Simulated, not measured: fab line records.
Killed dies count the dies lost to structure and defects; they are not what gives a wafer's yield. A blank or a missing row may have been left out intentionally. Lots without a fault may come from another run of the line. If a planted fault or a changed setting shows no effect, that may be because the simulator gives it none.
Struck lot and sound lot, side by side	flow nand harc	15 out of 1302 route steps
Sound: the wafers L915.2, L915.3, L915.5. Struck: wafers L924.1, L924.5, L924.6. The cause comes at the end.
At each step with rows: each side's tool, then ch and its chambers, then its first start. Under that, the readings that differ: sound wafers	struck wafers	difference of the means	sigmas: that difference in standard deviations of wafers without a fault.
alike: readings with means less than 2 such deviations apart, plus words and numbers identical on both sides. not compared: withheld readings, readings lacking a value on some wafer, bounds such as >300 that could conceal the same value, and numbers that have no deviation in the record and whose values overlap.
The two part at a step that has a row with sigmas, a row that says differs or no value, or rows on one side only. Numbers that don't overlap but have no deviation are shown without sigmas and don't part them. A reading missing from all wafers of one side parts the sides only when that side holds two or more wafers.

NHARC_A_CONTACT_ETCH_138: etches the open film in C4F8/O2/Ar, time 311 s, target depth 1914 nm.
  sound on har cap etch-01 ch 0,1, day 25 11:18; struck on har cap etch-01 ch 0,1, day 28 02:04
  not compared: rf hours counter h
NHARC_A_CONTACT_ETCH_139: etches the open film in C4F8/O2/Ar, time 195 s, target depth 840 nm.
  sound on har cap etch-01 ch 0,1, day 25 11:34; struck on har cap etch-01 ch 0,1, day 28 02:20
  not compared: rf hours counter h
NHARC_A_CONTACT_ETCH_92: etches the open film in CH3F/O2, target depth 40 nm, time 85.7 s.
  sound on rie diel-03 ch 2,3, day 25 12:06; struck on rie diel-05 ch 0,1,3, day 28 02:52
  alike: drypump motor current A, oes product au, rf vpp V, showerhead plenum p Torr, throttle valve pct
  not compared: rf hours counter h
then, 1 step without rows for these wafers: NHARC_A_CONTACT_ETCH_98 (etches the open film in C4F6/O2, target depth 20 nm, time 10 s).
NHARC_A_CONTACT_CD_MEAS_15:
  struck on cd sem-03, day 28 03:04; sound on cd sem-01, day 25 12:19
  alike: cd nm
then, 4 steps without rows for these wafers: NHARC_A_CONTACT_STRIP_107 (strips in N2/H2); NHARC_A_CONTACT_STRIP_108 (strips in CF4/CHF3); NHARC_A_CONTACT_STRIP_109 (strips in O2/COS); NHARC_A_CONTACT_ETCH_110 (etches the open film in CF4/O2, target depth 60 nm, overetch 6 nm, time 33 s).
NHARC_A_CONTACT_STRIP_26: strips in O2.
  sound: rie diel-10 ch 0,2; struck: rie diel-03 ch 0,1
  alike: drypump motor current A, oes product au, rf vpp V, showerhead plenum p Torr, throttle valve pct
  not compared: rf hours counter h
then, 1 step without rows for these wafers: NHARC_A_CONTACT_STRIP_27 (strips in post etch residue remover, time 600 s).
NHARC_A_CONTACT_ALD_18: deposits TiN, target thk 3 nm, pulse time 1 s, ald cycles 150.
  sound on ald metal-04 ch 1,2, day 25 13:23; struck on ald metal-01 ch 0,1, day 28 04:01
  alike: heater power w, precursor pulse height rel, susceptor temp C
  not compared: since wet clean h
NHARC_A_CONTACT_CVD_19: deposits W, target thk 300 nm, time 802 s.
  sound on cvd w-01 ch 0,1, day 25 13:42; struck on cvd w-02 ch 0,1, day 28 05:19
reading	sound	struck	difference	sigmas
susceptor temp C (C)	- - -	299.95 300.31 300.08	no value on the sound wafers	
  alike: heater power w, throttle valve pct
  not compared: since wet clean h
NHARC_A_CONTACT_CMP_20: polishes, t overpolish 30 s, target thk 300 nm.
  sound on cmp-04 ch 0,3, day 25 14:29; struck on cmp-04 ch 0,1,2, day 28 06:14
reading	sound	struck	difference	sigmas
time to endpoint s (s)	58 59 55	125 120 124	+66	+19
  alike: motor current A, overpolish run s, retaining ring pressure frac
  not compared: pad life wafers
-- jump in the record: it breaks off in module A_CONTACT and resumes in module END (first step shown: number 1302 of the route), and 2 days separate the struck wafers' starts before and after --
NHARC_END_SORT_01:
  only the struck wafers appear in the record here, on prober-01 ch 0 at day 30 17:05; the sound ones have no rows

WHERE THEY PART
Earliest at NHARC_A_CONTACT_CVD_19; latest, in this record, at NHARC_END_SORT_01.

WHY: what had been put in by the simulator
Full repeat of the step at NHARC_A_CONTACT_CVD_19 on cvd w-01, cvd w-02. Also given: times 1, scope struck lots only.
